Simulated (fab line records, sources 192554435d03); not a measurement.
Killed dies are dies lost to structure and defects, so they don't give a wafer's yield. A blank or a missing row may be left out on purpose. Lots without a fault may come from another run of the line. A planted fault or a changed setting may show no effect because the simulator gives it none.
A struck lot beside a sound one | flow n5_finfet | 15 steps out of a route of 1938
Sound: wafers L734.1, L734.3, L734.4. Struck: wafer L739.5. (L739.1, L739.2 of the same lot were not struck and are left out.) The cause comes at the end.
At each step with rows: each side's tool, then ch and its chambers, then its first start. Under that, the readings that differ: sound wafers | struck wafers | difference of the means | sigmas: that difference in standard deviations of wafers without a fault.
alike: readings whose means differ by less than 2 such deviations, and words and numbers that are the same on both sides. not compared: withheld readings, readings that some wafer has no value for, bounds like >300 that may hide the same value, and numbers for which the record gives no deviation and whose values overlap.
The two part at a step that has a row with sigmas, a row that says differs or no value, or rows on one side only. Numbers that don't overlap but have no deviation are shown without sigmas and don't part them. A reading that every wafer of one side lacks parts them only if that side has two wafers or more.

N5_FIN_SAQP_ETCH_69: etches SOC in N2/H2, stops on SiNx, target depth 150 nm.
  sound on rie_diel-02 ch 1,2,3, day 3 02:34; struck on rie_diel-01 ch 1, day 4 06:41
  alike: drypump_motor_current_A, oes_product_au, rf_vpp_V, showerhead_plenum_p_Torr, throttle_valve_pct
  not compared: rf_hours_counter_h
N5_FIN_SAQP_ETCH_67: etches SiNx in CH3F/O2, target depth 30 nm.
  sound on rie_diel-02 ch 1,2,3, day 3 02:38; struck on rie_diel-01 ch 1, day 4 06:44
  reading               | sound          | struck | difference | sigmas
  oes_product_au (a.u.) | 0.77 0.77 0.71 | 0.94   | +0.19      | +2
  alike: drypump_motor_current_A, rf_vpp_V, showerhead_plenum_p_Torr, throttle_valve_pct
  not compared: rf_hours_counter_h
N5_FIN_SAQP_STRIP_70: strips in N2/H2.
  sound on rie_diel-02 ch 1,2,3, day 3 02:40; struck on rie_diel-01 ch 1, day 4 06:47
  reading               | sound          | struck | difference | sigmas
  oes_product_au (a.u.) | 0.78 0.77 0.71 | 0.94   | +0.19      | +2
  alike: drypump_motor_current_A, rf_vpp_V, showerhead_plenum_p_Torr, throttle_valve_pct
  not compared: rf_hours_counter_h
then, 4 steps without rows for these wafers: N5_FIN_SAQP_RECESS_71 (chemistry HF/NH3, target SiO2, target depth 3 nm, afs cycles 1, sublimation time 60 s); N5_FIN_SAQP_SPACER2_ALD_28 (deposits SiO2, target thk 8.1 nm, pulse time 1 s, purge time 2 s); N5_FIN_SAQP_SPACER2_ETCHBACK_29 (etches SiO2 in CHF3/O2, target depth 12.2 nm, time 6.1 s); N5_FIN_SAQP_MANDREL2_REMOVE_60 (chemistry HBr/Cl2/O2, target a-Si, stops on SiNx, bt time 10 s).
N5_FIN_SAQP_CD_MEAS_31: target cd 8 nm.
  sound on cd_sem-02 ch 0, day 3 03:23; struck on cd_sem-01 ch 0, day 4 07:34
  alike: cd_nm
then, 1 step without rows for these wafers: N5_FIN_SAQP_HM_OPEN_33 (chemistry CH3F/O2, target SiNx, target depth 49.4 nm, time 70.6 s).
N5_FIN_SAQP_ETCH_34: etches SiO2 in C4F6/O2, target depth 45 nm, time 15 s.
  sound on rie_diel-05 ch 1,3, day 3 03:31; struck on rie_diel-01 ch 2, day 4 07:41
  alike: drypump_motor_current_A, etch_rf_on_time_s, oes_product_au, rf_vpp_V, showerhead_plenum_p_Torr, throttle_valve_pct
  not compared: rf_hours_counter_h
N5_FIN_SAQP_STRIP_77: strips in N2/H2, time 90 s.
  sound on rie_diel-05 ch 1,3, day 3 03:32; struck on rie_diel-01 ch 2, day 4 07:43
  alike: drypump_motor_current_A, oes_product_au, rf_vpp_V, showerhead_plenum_p_Torr, throttle_valve_pct
  not compared: rf_hours_counter_h
N5_FIN_SAQP_HM_CD_35: target cd 8 nm.
  sound on cd_sem-02, day 3 03:40; struck on cd_sem-01, day 4 07:50
  alike: cd_nm
N5_FIN_SAQP_ETCH_64: etches SiO2 in CF4, target depth 1.5 nm.
  sound on rie_si-04 ch 0,1,3, day 3 03:43; struck on rie_si-06 ch 0, day 4 07:53
  reading                  | sound             | struck | difference | sigmas
  oes_product_au (a.u.)    | 1.001 0.969 1.010 | 1.188  | +0.195     | +12
  model.etch.depth_nm (nm) | 1.507 1.459 1.503 | 1.987  | +0.497     |
  alike: drypump_motor_current_A, throttle_valve_pct
  not compared: rf_hours_counter_h
then, 1 step without rows for these wafers: N5_FIN_SAQP_FIN_ETCH_36 (etches the open film in HBr/Cl2/O2, target depth 120 nm, time 50.4 s).
-- the record jumps here: 10 days lie between the struck wafers' starts before and after (it left off in module FIN_SAQP and takes up again in module PASSIVATION, whose first step shown is number 1936 of the route) --
N5_PASSIVATION_PROBE_49:
  sound on prober-02, day 13 06:28; struck on prober-01, day 14 18:13
  reading         | sound    | struck | difference | sigmas
  killed_at_M4_up | 6 15 14  | 25     | +13        | +2
  killed_dies     | 81 93 96 | 126    | +36        | +2
  killed_open     | 53 64 60 | 88     | +29        | +2
  alike: killed_at_M0_to_M3, killed_at_contacts, killed_at_front_end, killed_at_other, killed_short

WHERE THEY PART
First at N5_FIN_SAQP_ETCH_67; last, within this record, at N5_PASSIVATION_PROBE_49.

WHY: what the simulator had put in
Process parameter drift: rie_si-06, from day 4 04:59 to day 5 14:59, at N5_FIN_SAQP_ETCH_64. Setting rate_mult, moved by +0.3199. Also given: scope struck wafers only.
